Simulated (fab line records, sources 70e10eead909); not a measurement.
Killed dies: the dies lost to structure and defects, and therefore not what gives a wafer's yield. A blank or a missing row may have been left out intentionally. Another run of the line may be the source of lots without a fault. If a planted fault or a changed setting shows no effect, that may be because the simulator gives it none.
Which tool was responsible? / flow nandHarc / 45 wafers from 15 lots sampled at 4 of the route's 1159 steps

## WHAT THE GAUGES SHOWED, per wafer
The record holds no reading of a measuring or inspecting step that can be judged against a usual standard deviation.

## EACH LOT AND THE TOOL THAT RAN IT (in order: tool; ch and the chambers of the sampled wafers; start)
lot=L183; NHARC_A_CONTACT_ETCH_115=harCapEtch-03 ch 0,1, day 16 23:02; NHARC_A_CONTACT_ETCH_120=harCapEtch-03 ch 0,1, day 16 23:29; NHARC_A_CONTACT_DEP_58=pecvd-02 ch 1,2, day 17 03:39; NHARC_A_CONTACT_PEB_67=lithoTrack-06 ch 0, day 17 04:14
lot=L185; NHARC_A_CONTACT_ETCH_115=harCapEtch-02 ch 0,1, day 17 15:34; NHARC_A_CONTACT_ETCH_120=harCapEtch-02 ch 0,1, day 17 16:02; NHARC_A_CONTACT_DEP_58=pecvd-01 ch 0,1,2, day 17 19:49; NHARC_A_CONTACT_PEB_67=lithoTrack-06, day 17 20:20
lot=L187; NHARC_A_CONTACT_ETCH_115=harCapEtch-01 ch 0,1, day 17 17:59; NHARC_A_CONTACT_ETCH_120=harCapEtch-01 ch 0,1, day 17 18:27; NHARC_A_CONTACT_DEP_58=pecvd-02 ch 0,1,2, day 17 22:15; NHARC_A_CONTACT_PEB_67=lithoTrack-04, day 17 22:46
lot=L186; NHARC_A_CONTACT_ETCH_115=harCapEtch-03 ch 0,1, day 17 20:13; NHARC_A_CONTACT_ETCH_120=harCapEtch-03 ch 0,1, day 17 20:40; NHARC_A_CONTACT_DEP_58=pecvd-03 ch 0,1, day 18 01:31; NHARC_A_CONTACT_PEB_67=lithoTrack-04, day 18 02:00
lot=L195; NHARC_A_CONTACT_ETCH_115=harCapEtch-01 ch 1, day 19 08:24; NHARC_A_CONTACT_ETCH_120=harCapEtch-01 ch 1, day 19 08:51; NHARC_A_CONTACT_DEP_58=pecvd-03 ch 1,2, day 19 12:52; NHARC_A_CONTACT_PEB_67=lithoTrack-06 ch 0, day 19 13:22
lot=L196; NHARC_A_CONTACT_ETCH_115=harCapEtch-02 ch 0,1, day 19 08:49; NHARC_A_CONTACT_ETCH_120=harCapEtch-02 ch 0,1, day 19 09:16; NHARC_A_CONTACT_DEP_58=pecvd-02 ch 0,1,2, day 19 13:36; NHARC_A_CONTACT_PEB_67=lithoTrack-06 ch 0, day 19 14:11
lot=L194; NHARC_A_CONTACT_ETCH_115=harCapEtch-02 ch 0,1, day 19 13:39; NHARC_A_CONTACT_ETCH_120=harCapEtch-02 ch 0,1, day 19 14:06; NHARC_A_CONTACT_DEP_58=pecvd-01 ch 0,1, day 19 18:32; NHARC_A_CONTACT_PEB_67=lithoTrack-06 ch 0, day 19 19:02
lot=L193; NHARC_A_CONTACT_ETCH_115=harCapEtch-02 ch 0,1, day 19 17:53; NHARC_A_CONTACT_ETCH_120=harCapEtch-02 ch 0,1, day 19 18:20; NHARC_A_CONTACT_DEP_58=pecvd-01 ch 1,2, day 19 23:28; NHARC_A_CONTACT_PEB_67=lithoTrack-06 ch 0, day 20 00:07
lot=L197; NHARC_A_CONTACT_ETCH_115=harCapEtch-03 ch 0,1, day 19 22:26; NHARC_A_CONTACT_ETCH_120=harCapEtch-03 ch 0,1, day 19 22:53; NHARC_A_CONTACT_DEP_58=pecvd-02 ch 1,2, day 20 04:19; NHARC_A_CONTACT_PEB_67=lithoTrack-01 ch 0, day 20 04:56
lot=L198; NHARC_A_CONTACT_ETCH_115=harCapEtch-01 ch 0,1, day 20 03:57; NHARC_A_CONTACT_ETCH_120=harCapEtch-01 ch 0,1, day 20 04:25; NHARC_A_CONTACT_DEP_58=pecvd-01 ch 1,2, day 20 09:53; NHARC_A_CONTACT_PEB_67=lithoTrack-04 ch 0, day 20 10:31
lot=L200; NHARC_A_CONTACT_ETCH_115=harCapEtch-02 ch 0,1, day 20 15:10; NHARC_A_CONTACT_ETCH_120=harCapEtch-02 ch 0,1, day 20 15:37; NHARC_A_CONTACT_DEP_58=pecvd-02 ch 0,2, day 20 19:53; NHARC_A_CONTACT_PEB_67=lithoTrack-06 ch 0, day 20 20:20
lot=L201; NHARC_A_CONTACT_ETCH_115=harCapEtch-01 ch 0, day 21 03:14; NHARC_A_CONTACT_ETCH_120=harCapEtch-01 ch 0, day 21 03:41; NHARC_A_CONTACT_DEP_58=pecvd-02 ch 0,1, day 21 07:26; NHARC_A_CONTACT_PEB_67=lithoTrack-04 ch 0, day 21 07:58
lot=L202; NHARC_A_CONTACT_ETCH_115=harCapEtch-03 ch 0,1, day 21 03:53; NHARC_A_CONTACT_ETCH_120=harCapEtch-03 ch 0,1, day 21 04:20; NHARC_A_CONTACT_DEP_58=pecvd-03 ch 1,2, day 21 08:33; NHARC_A_CONTACT_PEB_67=lithoTrack-06 ch 0, day 21 09:11
lot=L204; NHARC_A_CONTACT_ETCH_115=harCapEtch-02 ch 0,1, day 21 09:17; NHARC_A_CONTACT_ETCH_120=harCapEtch-02 ch 0,1, day 21 09:45; NHARC_A_CONTACT_DEP_58=pecvd-03 ch 0,1, day 21 13:32; NHARC_A_CONTACT_PEB_67=lithoTrack-06 ch 0, day 21 14:01
lot=L205; NHARC_A_CONTACT_ETCH_115=harCapEtch-01 ch 0,1, day 22 15:10; NHARC_A_CONTACT_ETCH_120=harCapEtch-01 ch 0,1, day 22 15:37; NHARC_A_CONTACT_DEP_58=pecvd-03 ch 0,1, day 22 20:43; NHARC_A_CONTACT_PEB_67=lithoTrack-04 ch 0, day 22 21:16
- NHARC_A_CONTACT_ETCH_115: etches the open film in C4F8/O2/Ar, time 94 s, target depth 922 nm.
- NHARC_A_CONTACT_ETCH_120: etches the open film in C4F8/O2/Ar, time 94 s, target depth 922 nm.
- NHARC_A_CONTACT_DEP_58: deposits SiON, target thk 60 nm.
- NHARC_A_CONTACT_PEB_67: peb time 65 s.

## WHAT THE TOOLS THEMSELVES READ (means of the sampled wafers that have a number; where no wafer has one, the mark that the record gives instead)
NHARC_A_CONTACT_DEP_58.
lot=L183; tool=pecvd-02; heaterPowerOuterW (W)=400; heaterPowerW (W)=690
lot=L185; tool=pecvd-01; heaterPowerOuterW (W)=434; heaterPowerW (W)=670
lot=L187; tool=pecvd-02; heaterPowerOuterW (W)=440; heaterPowerW (W)=695
lot=L186; tool=pecvd-03; heaterPowerOuterW (W)=488; heaterPowerW (W)=828
lot=L195; tool=pecvd-03; heaterPowerOuterW (W)=457; heaterPowerW (W)=830
lot=L196; tool=pecvd-02; heaterPowerOuterW (W)=436; heaterPowerW (W)=715
lot=L194; tool=pecvd-01; heaterPowerOuterW (W)=512; heaterPowerW (W)=812
lot=L193; tool=pecvd-01; heaterPowerOuterW (W)=365; heaterPowerW (W)=601
lot=L197; tool=pecvd-02; heaterPowerOuterW (W)=450; heaterPowerW (W)=744
lot=L198; tool=pecvd-01; heaterPowerOuterW (W)=456; heaterPowerW (W)=729
lot=L200; tool=pecvd-02; heaterPowerOuterW (W)=357; heaterPowerW (W)=599
lot=L201; tool=pecvd-02; heaterPowerOuterW (W)=475; heaterPowerW (W)=723
lot=L202; tool=pecvd-03; heaterPowerOuterW (W)=402; heaterPowerW (W)=708
lot=L204; tool=pecvd-03; heaterPowerOuterW (W)=509; heaterPowerW (W)=888
lot=L205; tool=pecvd-03; heaterPowerOuterW (W)=452; heaterPowerW (W)=771

NHARC_A_CONTACT_PEB_67.
lot=L183; tool=lithoTrack-06; chillPlateTempC (C)=23.10; exhaustPa (Pa)=44.4
lot=L185; tool=lithoTrack-06; chillPlateTempC (C)=-; exhaustPa (Pa)=-
lot=L187; tool=lithoTrack-04; chillPlateTempC (C)=-; exhaustPa (Pa)=-
lot=L186; tool=lithoTrack-04; chillPlateTempC (C)=-; exhaustPa (Pa)=-
lot=L195; tool=lithoTrack-06; chillPlateTempC (C)=22.87; exhaustPa (Pa)=45.2
lot=L196; tool=lithoTrack-06; chillPlateTempC (C)=23.04; exhaustPa (Pa)=46.5
lot=L194; tool=lithoTrack-06; chillPlateTempC (C)=22.93; exhaustPa (Pa)=44.7
lot=L193; tool=lithoTrack-06; chillPlateTempC (C)=23.03; exhaustPa (Pa)=45.3
lot=L197; tool=lithoTrack-01; chillPlateTempC (C)=22.96; exhaustPa (Pa)=44.8
lot=L198; tool=lithoTrack-04; chillPlateTempC (C)=23.01; exhaustPa (Pa)=44.8
lot=L200; tool=lithoTrack-06; chillPlateTempC (C)=22.97; exhaustPa (Pa)=45.3
lot=L201; tool=lithoTrack-04; chillPlateTempC (C)=23.05; exhaustPa (Pa)=45.4
lot=L202; tool=lithoTrack-06; chillPlateTempC (C)=23.09; exhaustPa (Pa)=44.9
lot=L204; tool=lithoTrack-06; chillPlateTempC (C)=23.02; exhaustPa (Pa)=44.0
lot=L205; tool=lithoTrack-04; chillPlateTempC (C)=23.02; exhaustPa (Pa)=45.0

## THE ANSWER, worked out from the rows above alone
Rule: the lots themselves supply what counts as usual. Put in order of their means at a reading, lots are off if they are a third of the lots or fewer, leave a main group of 4 or more, and stand apart from it by a gap of 3 or more times the standard deviation of the main group's means; of several such gaps the widest counts. A main group whose means are all the same, to the digits that the tables above print for the reading, isn't used. Also off: a lot with no number at a reading for which 4 or more lots have one. All remaining lots with rows at the step are treated as sound. After the gauges, taken in route order, come the tools' own readings; for these a lot's mean is taken, as printed above. The first step at which some lot is off is used, and at that step the reading that is off furthest; a lot without a number counts as furthest.
Off: L185, L187, L186, at NHARC_A_CONTACT_PEB_67 (chillPlateTempC). Without a number there: L185, L187, L186. For the main group the mean is 23.01 C and the standard deviation 0.063.
If a tool, at that step or one of the process steps before it, ran each lot that is off and ran no sound lot following the first of them, it fits. Of those tried, none fits.

## WHAT HAD BEEN PUT IN BY THE SIMULATOR
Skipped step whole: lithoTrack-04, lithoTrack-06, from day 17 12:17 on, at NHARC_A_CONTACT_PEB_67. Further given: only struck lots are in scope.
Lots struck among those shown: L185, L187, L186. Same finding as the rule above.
